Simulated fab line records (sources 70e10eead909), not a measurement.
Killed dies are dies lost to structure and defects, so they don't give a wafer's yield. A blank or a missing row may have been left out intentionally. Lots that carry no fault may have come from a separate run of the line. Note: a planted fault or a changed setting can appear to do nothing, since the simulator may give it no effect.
Chamber matching -- flow nand harc -- NHARC_P_ZERO_WELL_DESCUM_26 on rie diel-04: 4 sister chambers
The step chemistry O2, time 3 s. 4 wafers are shown with their chamber, then 7 later ones without.

WAFERS PAIRED WITH THEIR CHAMBERS
wafer,chamber,showerhead plenum p Torr (Torr)
L549.5,0,1.95
L551.6,1,1.93
L554.3,2,1.84
L554.4,3,1.83

WAFERS WITH NO CHAMBER GIVEN
wafer,showerhead plenum p Torr (Torr)
L554.5,1.95
L565.1,1.91
L565.2,1.94
L565.5,1.94
L566.1,1.82
L566.2,1.91
L566.5,1.91

EACH ONE'S CHAMBER
wafer,from the rows above,in truth
L554.5,can't be placed: 0 or 1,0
L565.1,can't be placed: 1 or 0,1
L565.2,can't be placed: 0 or 1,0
L565.5,can't be placed: 0 or 1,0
L566.1,can't be placed: 3 or 2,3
L566.2,can't be placed: 1 or 0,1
L566.5,can't be placed: 1 or 0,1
Correct placement for 0 of the 7. These rows do not allow placing 7 (true chamber among the candidates in 7). Number placed wrongly: 0.
How it was worked out, from the rows above alone: a wafer's distance from a chamber is the root of the sum, over the readings, of the square of ((its reading less the chamber's mean) divided by the reading's scatter). If the next closest chamber is less than 2 further off than the closest, the wafer can't be placed; otherwise it belongs to the closest. The mean given for a chamber averages the wafers shown for that chamber. The scatter: with one shown wafer a chamber, the root of the mean of the squares of how far each hidden wafer lies from its nearest shown one.
